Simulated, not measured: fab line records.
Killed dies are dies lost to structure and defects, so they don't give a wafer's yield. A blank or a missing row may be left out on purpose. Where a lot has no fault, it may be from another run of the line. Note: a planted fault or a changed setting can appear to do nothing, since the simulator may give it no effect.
fab line records | flow n5_finfet | part 1 of 2: steps 1 to 19 of 28
record: lots: 5 wafers: 15 last_day: 18
route steps=1938 shown ILD0@345 SDB@347
lots that met no fault: taken from a fault-free run of the same line
start_h: hours from the record's first day to the start of the lot's first wafer shown | wait_h: how many hours have passed since the lot's step before this one | " the same as in the row above | L1.1+2: a single row standing in for several wafers | - no value, or no start given | * or withheld: withheld | < > ~ a bound
route shown NAME@n: names a module that has steps shown in the file, with the first one's number in the route | usual: mean/standard deviation of fault-free wafers | same: alike in all rows | chamber/n: place in a boat | sites: per-site readings | _std_site: the values' standard deviation | _edge_site: inner sites' mean taken away from outer sites' mean | radius_mm: how far each site lies from the wafer's centre | mask NAME#n: copy n | behind: tool/chamber where the wafer was last shaped | hold: the reason the lot was held/the length of the hold in hours/how it ended | device: the transistor (n, p or np) that didn't switch | end of line: the same wafers' tests at the end of the route | a step given without rows: its recipe and nothing more | killed: not the wafer's yield, but the dies lost to structure and defects at the first sort | map: the dies of a wafer, with x for killed, . for not killed, _ for no die there
set.NAME: the setting the step ran with; set.NAME@STEP: the setting that earlier step ran with | model.NAME: the simulator's own value behind a step, which no gauge read
lots at some steps of the route; a table a step, a row a wafer
services: when a tool's chamber went out of use (start_h, in hours from the record's first day, below 0 if earlier), for how many hours, and the reason
== steps ==
step: N5_ILD0_THK_MEAS_13
usual: thk_nm: 17.7/1.2
columns lot.wafer tool chamber start_h wait_h thk_nm
L079.3 film_metro-01 - 97.77 - 17.0
L079.5 " - " " 18.2
L079.6 " - " " 17.7
L080.2 film_metro-01 - 103.34 - 17.3
L080.5 " - " " 17.4
L080.6 " - " " 16.4
L088.3 film_metro-01 - 146.66 - 15.4
L088.4 " - " " 16.3
L088.6 " - " " 16.8
L089.3 film_metro-01 - 153.74 - 20.3
L089.5 " - " " 18.7
L089.6 " - " " 20.0
L096.2 film_metro-02 - 202.37 - 16.8
L096.5 " - " " 17.6
L096.6 " - " " 18.1
step: N5_ILD0_INSPECT_06
recipe: inspect_instrument: darkfield mode: post_cmp
usual: raw_defect_count: 33/13
columns lot.wafer tool chamber start_h wait_h raw_defect_count
L079.3 defect_inspect-01 - 97.79 0.0 13
L079.5 " - " " 27
L079.6 " - " " 22
L080.2 defect_inspect-01 - 103.37 0.0 35
L080.5 " - " " 31
L080.6 " - " " 48
L088.3 defect_inspect-02 - 146.68 0.0 20
L088.4 " - " " 35
L088.6 " - " " 33
L089.3 defect_inspect-02 - 153.77 0.0 31
L089.5 " - " " 28
L089.6 " - " " 39
L096.2 defect_inspect-02 - 202.39 0.0 21
L096.5 " - " " 44
L096.6 " - " " 30
step: N5_SDB_HM_DEP_00
recipe: material: SiNx target_thk_a: 400 temp_c: 400 precursor: SiH4/NH3/N2 pressure_torr: 1.5 rf_w: 300 time_s: 35.3
usual: chamber_pressure_Torr: 1.500/0.0032 heater_power_w: 755/72 showerhead_plenum_p_Torr: 5.12/0.068 throttle_valve_pct: 41.0/2.8
columns lot.wafer tool chamber start_h wait_h chamber_pressure_Torr heater_power_w showerhead_plenum_p_Torr throttle_valve_pct
L079.3 pecvd-04 2 97.83 0.0 1.494 761 4.99 37.6
L079.5 " 2 " " 1.495 766 5.01 37.6
L079.6 " 0 " " 1.498 797 5.13 40.1
L080.2 pecvd-04 0 103.41 0.0 1.502 865 5.15 40.2
L080.5 " 1 " " 1.498 699 5.16 41.8
L080.6 " 0 " " 1.500 880 5.14 40.4
L088.3 pecvd-04 1 146.72 0.0 1.501 752 5.16 41.6
L088.4 " 1 " " 1.501 759 5.17 42.1
L088.6 " 0 " " 1.498 786 5.14 40.2
L089.3 pecvd-03 2 153.80 0.0 1.497 719 5.19 37.2
L089.5 " 1 " " 1.502 649 5.12 44.0
L089.6 " 0 " " 1.497 849 5.18 45.2
L096.2 pecvd-04 2 202.43 0.0 1.500 718 5.01 37.7
L096.5 " 2 " " 1.498 748 5.00 37.9
L096.6 " 1 " " 1.507 713 5.17 41.7
step: N5_SDB_COAT_03
recipe: resist: SOC temp_c: 250 time_s: 60 spin_rpm: 1500 resist_thk_nm: 100
usual: chill_plate_temp_C: 22.99/0.12 exhaust_pa: 44.9/0.82 spin_speed_rpm: 1499.9/0.94
columns lot.wafer tool chamber start_h wait_h chill_plate_temp_C exhaust_pa spin_speed_rpm
L079.3 litho_track-01 0 97.91 0.1 22.90 44.6 1499.7
L079.5 " 0 " " 22.95 44.9 1501.8
L079.6 " 0 " " 22.98 44.4 1502.0
L080.2 litho_track-04 0 103.49 0.1 22.81 45.6 1500.9
L080.5 " 0 " " 23.07 46.0 1499.9
L080.6 " 0 " " 22.84 45.5 1499.2
L088.3 litho_track-04 0 146.80 0.1 22.92 45.1 1501.3
L088.4 " 0 " " 22.93 44.9 1499.4
L088.6 " 0 " " 22.94 46.0 1499.5
L089.3 litho_track-05 0 153.89 0.1 23.04 45.1 1498.0
L089.5 " 0 " " 23.17 45.2 1499.6
L089.6 " 0 " " 23.11 44.4 1498.7
L096.2 litho_track-01 0 202.51 0.1 23.10 44.9 1500.4
L096.5 " 0 " " 23.07 44.6 1499.1
L096.6 " 0 " " 22.94 44.0 1500.9
step: N5_SDB_COAT_04
recipe: resist: SiARC temp_c: 220 time_s: 60 spin_rpm: 1500 resist_thk_nm: 18
usual: chill_plate_temp_C: 23.01/0.1 exhaust_pa: 45.0/0.88 spin_speed_rpm: 1500.1/0.76
columns lot.wafer tool chamber start_h wait_h chill_plate_temp_C exhaust_pa spin_speed_rpm
L079.3 litho_track-01 0 - - 22.94 44.3 1499.1
L079.5 " 0 " " 23.07 46.0 1500.2
L079.6 " 0 " " 22.91 45.6 1502.1
L080.2 litho_track-04 0 - - 22.97 45.2 1500.8
L080.5 " 0 " " 23.12 45.8 1499.8
L080.6 " 0 " " 23.00 44.9 1499.9
L088.3 litho_track-04 0 - - 23.12 46.4 1499.6
L088.4 " 0 " " 23.22 45.4 1501.0
L088.6 " 0 " " 23.03 45.6 1501.1
L089.3 litho_track-05 0 - - 22.84 44.8 1500.7
L089.5 " 0 " " 22.76 44.8 1500.6
L089.6 " 0 " " 22.87 45.0 1499.5
L096.2 litho_track-01 0 - - 22.96 45.0 1501.1
L096.5 " 0 " " 23.01 45.2 1498.7
L096.6 " 0 " " 23.07 44.9 1499.0
step: N5_SDB_COAT_05
recipe: resist: CAR-ArF spin_rpm: 1500 resist_thk_nm: 90
usual: chill_plate_temp_C: 22.98/0.11 exhaust_pa: 44.9/0.88 spin_speed_rpm: 1499.9/0.81
columns lot.wafer tool chamber start_h wait_h chill_plate_temp_C exhaust_pa spin_speed_rpm
L079.3 litho_track-01 0 - - 22.90 44.7 1498.0
L079.5 " 0 " " 22.97 45.2 1500.5
L079.6 " 0 " " 22.97 44.0 1500.0
L080.2 litho_track-04 0 - - 22.82 46.5 1499.4
L080.5 " 0 " " 22.91 45.0 1500.3
L080.6 " 0 " " 22.90 45.4 1499.5
L088.3 litho_track-04 0 - - 23.22 44.1 1499.4
L088.4 " 0 " " 23.06 44.1 1499.8
L088.6 " 0 " " 23.08 44.6 1499.9
L089.3 litho_track-05 0 - - 23.16 44.5 1499.6
L089.5 " 0 " " 23.04 43.6 1498.8
L089.6 " 0 " " 22.91 44.0 1498.6
L096.2 litho_track-01 0 - - 22.85 44.8 1500.9
L096.5 " 0 " " 22.90 44.6 1500.3
L096.6 " 0 " " 22.97 44.5 1500.9
step: N5_SDB_EBR_07
recipe: solvent: PGMEA ebr_width_mm: 1.5
usual: chill_plate_temp_C: 23.00/0.11 exhaust_pa: 45.0/0.83
columns lot.wafer tool chamber start_h wait_h chill_plate_temp_C exhaust_pa
L079.3 litho_track-01 0 - - 22.97 45.1
L079.5 " 0 " " 23.15 45.1
L079.6 " 0 " " 23.11 46.8
L080.2 litho_track-04 0 - - 22.90 45.0
L080.5 " 0 " " 22.80 45.8
L080.6 " 0 " " 23.07 45.0
L088.3 litho_track-04 0 - - 22.79 44.7
L088.4 " 0 " " 22.96 45.2
L088.6 " 0 " " 22.88 44.3
L089.3 litho_track-05 0 - - 23.08 46.4
L089.5 " 0 " " 23.00 46.1
L089.6 " 0 " " 22.95 45.3
L096.2 litho_track-01 0 - - 22.92 44.3
L096.5 " 0 " " 22.82 43.1
L096.6 " 0 " " 23.03 45.3
step: N5_SDB_SOFTBAKE_06
recipe: temp_c: 110 time_s: 60 resist: CAR-ArF
usual: chill_plate_temp_C: 22.99/0.1 exhaust_pa: 45.1/0.84
columns lot.wafer tool chamber start_h wait_h chill_plate_temp_C exhaust_pa
L079.3 litho_track-01 0 - - 23.02 44.8
L079.5 " 0 " " 23.22 43.2
L079.6 " 0 " " 22.91 45.3
L080.2 litho_track-04 0 - - 23.06 45.4
L080.5 " 0 " " 23.18 45.2
L080.6 " 0 " " 23.17 44.9
L088.3 litho_track-04 0 - - 23.08 45.6
L088.4 " 0 " " 22.94 44.8
L088.6 " 0 " " 23.03 45.9
L089.3 litho_track-05 0 - - 23.16 45.9
L089.5 " 0 " " 23.07 46.6
L089.6 " 0 " " 22.99 46.5
L096.2 litho_track-01 0 - - 22.88 45.5
L096.5 " 0 " " 22.92 44.4
L096.6 " 0 " " 22.94 44.7
step: N5_SDB_EXPOSE_08
recipe: mask_id: SDB na: 1.35 source_shape: conventional sigma_outer: 0.5 polarization: unpolarized dose_mj: 49.6
same: na: 1.35
columns lot.wafer tool chamber start_h wait_h mask
L079.3+5+6 arfi_scanner-03 0 98.04 - SDB#0
L080.2+5+6 arfi_scanner-01 0 103.74 - SDB#0
L088.3+4+6 arfi_scanner-01 0 147.06 - SDB#0
L089.3+5+6 arfi_scanner-02 0 154.14 - SDB#0
L096.2+5+6 arfi_scanner-01 0 202.76 - SDB#0
step: N5_SDB_PEB_09
recipe: peb_temp_c: withheld peb_time_s: 60 resist: CAR-ArF
usual: chill_plate_temp_C: 23.00/0.11 exhaust_pa: 45.0/0.93
columns lot.wafer tool chamber start_h wait_h chill_plate_temp_C exhaust_pa
L079.3 litho_track-05 0 98.09 0.0 22.91 44.4
L079.5 " 0 " " 22.83 46.6
L079.6 " 0 " " 22.93 45.0
L080.2 litho_track-01 0 103.79 0.0 22.95 44.8
L080.5 " 0 " " 22.89 44.7
L080.6 " 0 " " 22.90 45.1
L088.3 litho_track-01 0 147.10 0.0 22.98 45.5
L088.4 " 0 " " 23.03 43.7
L088.6 " 0 " " 22.99 45.6
L089.3 litho_track-05 0 154.19 0.0 23.05 43.8
L089.5 " 0 " " 22.85 46.0
L089.6 " 0 " " 22.87 45.8
L096.2 litho_track-04 0 202.81 0.0 23.03 46.2
L096.5 " 0 " " 23.11 47.9
L096.6 " 0 " " 23.11 45.1
step: N5_SDB_DEVELOP_10
recipe: develop_time_s: 30 developer: TMAH resist: CAR-ArF rinse_liquid: diw dry: air_spin dev_temp_c: 23
usual: chill_plate_temp_C: 22.99/0.096 exhaust_pa: 45.0/0.88
same: develop_time_s: 30
columns lot.wafer tool chamber start_h wait_h chill_plate_temp_C exhaust_pa
L079.3 litho_track-05 0 - - 23.08 45.3
L079.5 " 0 " " 23.12 44.8
L079.6 " 0 " " 23.03 45.4
L080.2 litho_track-01 0 - - 23.10 45.6
L080.5 " 0 " " 23.08 44.7
L080.6 " 0 " " 22.79 45.1
L088.3 litho_track-01 0 - - 23.15 44.5
L088.4 " 0 " " 22.93 45.1
L088.6 " 0 " " 22.98 44.1
L089.3 litho_track-05 0 - - 22.96 45.7
L089.5 " 0 " " 22.95 47.4
L089.6 " 0 " " 22.93 45.0
L096.2 litho_track-04 0 - - 22.95 46.4
L096.5 " 0 " " 23.16 45.6
L096.6 " 0 " " 23.13 46.2
step: N5_SDB_CD_MEAS_11
recipe: target_cd_nm: 50 landing_energy_ev: 500 detector: se_inlens polarity: opening
usual: cd_nm: 50.5/1.1
columns lot.wafer tool chamber start_h wait_h cd_nm
L079.3 cd_sem-01 0 98.16 - 51.1
L079.5 " 0 " " 50.5
L079.6 " 0 " " 51.3
L080.2 cd_sem-02 0 103.86 - 50.2
L080.5 " 0 " " 51.6
L080.6 " 0 " " 50.5
L088.3 cd_sem-03 0 147.17 - 50.1
L088.4 " 0 " " 49.8
L088.6 " 0 " " 50.4
L089.3 cd_sem-03 0 154.26 - 53.2
L089.5 " 0 " " 52.1
L089.6 " 0 " " 51.7
L096.2 cd_sem-01 0 202.88 - 48.8
L096.5 " 0 " " 50.3
L096.6 " 0 " " 49.4
step: N5_SDB_OVL_MEAS_12
recipe: points_per_wafer: 44
usual: SDB_OVL: 0.1/1
columns lot.wafer tool chamber start_h wait_h SDB_OVL[nm]
L079.3 overlay-01 0 98.19 0.0 1.0
L079.5 " 0 " " 1.2
L079.6 " 0 " " -0.8
L080.2 overlay-02 0 103.89 0.0 -0.6
L080.5 " 0 " " -1.1
L080.6 " 0 " " -0.4
L088.3 overlay-02 0 147.20 0.0 -1.2
L088.4 " 0 " " -1.0
L088.6 " 0 " " -1.8
L089.3 overlay-01 0 154.29 0.0 0.8
L089.5 " 0 " " 0.3
L089.6 " 0 " " 0.5
L096.2 overlay-02 0 202.91 0.0 -1.2
L096.5 " 0 " " -1.2
L096.6 " 0 " " -1.3
step: N5_SDB_INSPECT_13
recipe: mode: adi inspect_instrument: brightfield
usual: raw_defect_count: 74/31
columns lot.wafer tool chamber start_h wait_h raw_defect_count
L079.3 defect_inspect-01 - 98.21 0.0 72
L079.5 " - " " 50
L079.6 " - " " 65
L080.2 defect_inspect-01 - 103.91 0.0 67
L080.5 " - " " 101
L080.6 " - " " 62
L088.3 defect_inspect-01 - 147.22 0.0 27
L088.4 " - " " 62
L088.6 " - " " 46
L089.3 defect_inspect-02 - 154.31 0.0 33
L089.5 " - " " 54
L089.6 " - " " 28
L096.2 defect_inspect-02 - 202.93 0.0 78
L096.5 " - " " 63
L096.6 " - " " 37
step: N5_SDB_DESCUM_16
recipe: chemistry: O2 time_s: 7.9 source_power_w: 50 bias_power_w: 20 pressure_mtorr: 20 rf_frequency_hz: 2.712e+07 temp_c: 40 resist: CAR-ArF o2_flow_sccm: 225
usual: drypump_motor_current_A: 5.7/0.4 oes_product_au: 0.80/0.11 rf_vpp_V: 243.1/1.7 showerhead_plenum_p_Torr: 2.09/0.093 throttle_valve_pct: 20.46/0.21
columns lot.wafer tool chamber start_h wait_h drypump_motor_current_A oes_product_au rf_hours_counter_h rf_vpp_V showerhead_plenum_p_Torr throttle_valve_pct
L079.3 rie_diel-03 1 98.44 0.2 5.5 0.92 19 244.5 2.22 20.37
L079.5 " 0 " " 5.6 0.69 - 241.4 1.97 20.25
L079.6 " 3 " " 6.4 0.73 - 243.5 2.10 20.30
L080.2 rie_diel-01 1 104.04 0.1 5.8 0.94 28 242.7 2.07 20.35
L080.5 " 2 " " 5.1 0.69 - 244.0 2.04 20.38
L080.6 " 3 " " 6.5 0.97 - 244.5 2.25 20.66
L088.3 rie_diel-05 0 147.40 0.2 5.5 0.80 107 241.7 1.95 20.79
L088.4 " 3 " " 5.5 0.70 - 245.5 2.15 20.62
L088.6 " 2 " " 5.6 0.86 - 246.0 2.23 20.39
L089.3 rie_diel-03 1 154.34 0.0 5.5 0.89 40 246.6 2.21 20.41
L089.5 " 2 " " 5.7 0.70 - 240.8 2.00 20.81
L089.6 " 1 " " 5.5 0.89 - 246.4 2.21 20.39
L096.2 rie_diel-05 0 202.97 0.0 5.6 0.78 122 239.3 1.94 20.83
L096.5 " 2 " " 5.6 0.83 - 246.3 2.23 20.44
L096.6 " 1 " " 5.5 0.91 - 243.3 2.04 20.25
step: N5_SDB_ETCH_17
recipe: chemistry: CF4 target: SiARC target_depth_a: 234 mask_material: CAR-ArF time_s: 39 ion_energy_ev: 80 pressure_mtorr: 40 source_w: 545 bias_w: 36 Ar_flow_sccm: 100 cf4_flow_sccm: 100 ends: cleared
usual: drypump_motor_current_A: 5.7/0.4 etch_rf_on_time_s: 38.8/1.1 oes_product_au: 0.69/0.094 rf_vpp_V: 184.1/1.5 showerhead_plenum_p_Torr: 2.14/0.093 throttle_valve_pct: 15.60/0.21
columns lot.wafer tool chamber start_h wait_h drypump_motor_current_A etch_rf_on_time_s oes_product_au rf_hours_counter_h rf_vpp_V showerhead_plenum_p_Torr throttle_valve_pct
L079.3 rie_diel-03 1 98.48 0.0 5.5 38.5 0.79 19 186.5 2.26 15.43
L079.5 " 0 " " 5.7 39.7 0.59 - 182.5 2.04 15.65
L079.6 " 3 " " 6.4 38.5 0.64 - 183.3 2.13 15.43
L080.2 rie_diel-01 1 104.07 0.0 5.8 37.3 0.81 28 183.5 2.11 15.36
L080.5 " 2 " " 5.1 38.8 0.59 - 181.9 2.10 15.74
L080.6 " 3 " " 6.5 37.5 0.85 - 184.3 2.30 15.74
L088.3 rie_diel-05 0 147.43 0.0 5.5 39.6 0.68 107 181.1 1.98 15.83
L088.4 " 3 " " 5.5 37.8 0.60 - 184.6 2.21 15.96
L088.6 " 2 " " 5.7 39.7 0.73 - 185.3 2.26 15.43
L089.3 rie_diel-03 1 154.38 0.0 5.4 37.5 0.77 40 185.6 2.25 15.47
L089.5 " 2 " " 5.6 40.9 0.58 - 182.1 2.03 15.86
L089.6 " 1 " " 5.4 37.8 0.77 - 186.7 2.25 15.48
L096.2 rie_diel-05 0 203.00 0.0 5.5 39.4 0.66 122 183.5 1.97 15.86
L096.5 " 2 " " 5.6 39.6 0.71 - 186.5 2.25 15.48
L096.6 " 1 " " 5.6 39.6 0.77 - 184.2 2.11 15.47
step: N5_SDB_ETCH_18
recipe: chemistry: N2/H2 target: SOC target_depth_a: 1000 overetch_a: 200 mask_material: SiARC temp_c: 40 time_s: 150 ion_energy_ev: 200 pressure_mtorr: 30 source_w: 840 bias_w: 150 n2_flow_sccm: 200 h2_flow_sccm: 200
usual: drypump_motor_current_A: 5.8/0.41 h2_flow_sccm: 199.9/0.61 oes_product_au: 0.72/0.092 rf_vpp_V: 524/3.2 showerhead_plenum_p_Torr: 2.54/0.11 throttle_valve_pct: 17.82/0.24
columns lot.wafer tool chamber start_h wait_h drypump_motor_current_A h2_flow_sccm oes_product_au rf_hours_counter_h rf_vpp_V showerhead_plenum_p_Torr throttle_valve_pct
L079.3 rie_diel-03 1 98.51 0.0 5.4 199.7 0.83 19 529 2.73 17.91
L079.5 " 0 " " 5.7 200.6 0.63 - 520 2.40 17.81
L079.6 " 3 " " 6.4 199.9 0.65 - 525 2.52 17.47
L080.2 rie_diel-01 1 104.11 0.0 5.8 199.8 0.83 28 522 2.51 17.77
L080.5 " 2 " " 5.1 200.6 0.62 - 522 2.48 17.71
L080.6 " 3 " " 6.5 200.6 0.87 - 528 2.71 17.79
L088.3 rie_diel-05 0 147.47 0.0 5.5 200.4 0.71 107 519 2.37 18.22
L088.4 " 3 " " 5.5 199.4 0.62 - 526 2.63 18.05
L088.6 " 2 " " 5.6 199.4 0.77 - 529 2.68 17.60
L089.3 rie_diel-03 1 154.41 0.0 5.4 200.6 0.79 40 526 2.72 17.96
L089.5 " 2 " " 5.6 200.2 0.61 - 521 2.42 18.14
L089.6 " 1 " " 5.4 199.9 0.78 - 528 2.72 17.94
L096.2 rie_diel-05 0 203.04 0.0 5.5 200.4 0.70 122 519 2.36 18.26
L096.5 " 2 " " 5.6 200.8 0.75 - 528 2.67 17.65
L096.6 " 1 " " 5.5 200.2 0.82 - 524 2.50 17.77
step: N5_SDB_STRIP_19
recipe: chemistry: N2/H2 temp_c: 40 n2_flow_sccm: 200 h2_flow_sccm: 200 rf_frequency_hz: 6e+07
columns lot.wafer tool chamber start_h wait_h
L079.3+5+6 rie_diel-03 1,0,3 98.64 0.1
L080.2+5+6 rie_diel-01 1,2,3 104.24 0.1
L088.3+4+6 rie_diel-05 0,3,2 147.60 0.1
L089.3+5+6 rie_diel-03 1,2,1 154.54 0.1
L096.2+5+6 rie_diel-05 0,2,1 203.16 0.1
step: N5_SDB_STRIP_21
recipe: chemistry: CF4 resist: SiARC power_w: 300 bias_power_w: 75 pressure_mtorr: 50 cf4_flow_sccm: 150 rf_frequency_hz: 6e+07
usual: drypump_motor_current_A: 5.7/0.4 oes_product_au: 0.80/0.1 rf_vpp_V: 271.0/1.8 showerhead_plenum_p_Torr: 1.79/0.077 throttle_valve_pct: 13.58/0.23
columns lot.wafer tool chamber start_h wait_h drypump_motor_current_A oes_product_au rf_hours_counter_h rf_vpp_V showerhead_plenum_p_Torr throttle_valve_pct
L079.3 rie_diel-03 1 98.65 0.0 5.5 0.92 19 273.3 1.88 13.33
L079.5 " 0 " " 5.6 0.70 - 270.0 1.72 13.69
L079.6 " 3 " " 6.4 0.73 - 271.2 1.79 13.44
L080.2 rie_diel-01 1 104.25 0.0 5.8 0.91 28 271.3 1.77 13.31
L080.5 " 2 " " 5.1 0.68 - 271.6 1.77 13.77
L080.6 " 3 " " 6.5 0.96 - 273.3 1.92 13.66
L088.3 rie_diel-05 0 147.61 0.0 5.6 0.79 107 267.9 1.66 13.78
L088.4 " 3 " " 5.5 0.69 - 271.5 1.85 13.99
L088.6 " 2 " " 5.6 0.86 - 272.5 1.90 13.41
L089.3 rie_diel-03 1 154.55 0.0 5.4 0.87 40 274.1 1.88 13.37
L089.5 " 2 " " 5.6 0.69 - 269.5 1.70 13.85
L089.6 " 1 " " 5.5 0.88 - 272.9 1.88 13.37
L096.2 rie_diel-05 0 203.17 0.0 5.5 0.78 122 269.9 1.65 13.80
L096.5 " 2 " " 5.6 0.84 - 272.7 1.90 13.47
L096.6 " 1 " " 5.5 0.90 - 270.6 1.77 13.40
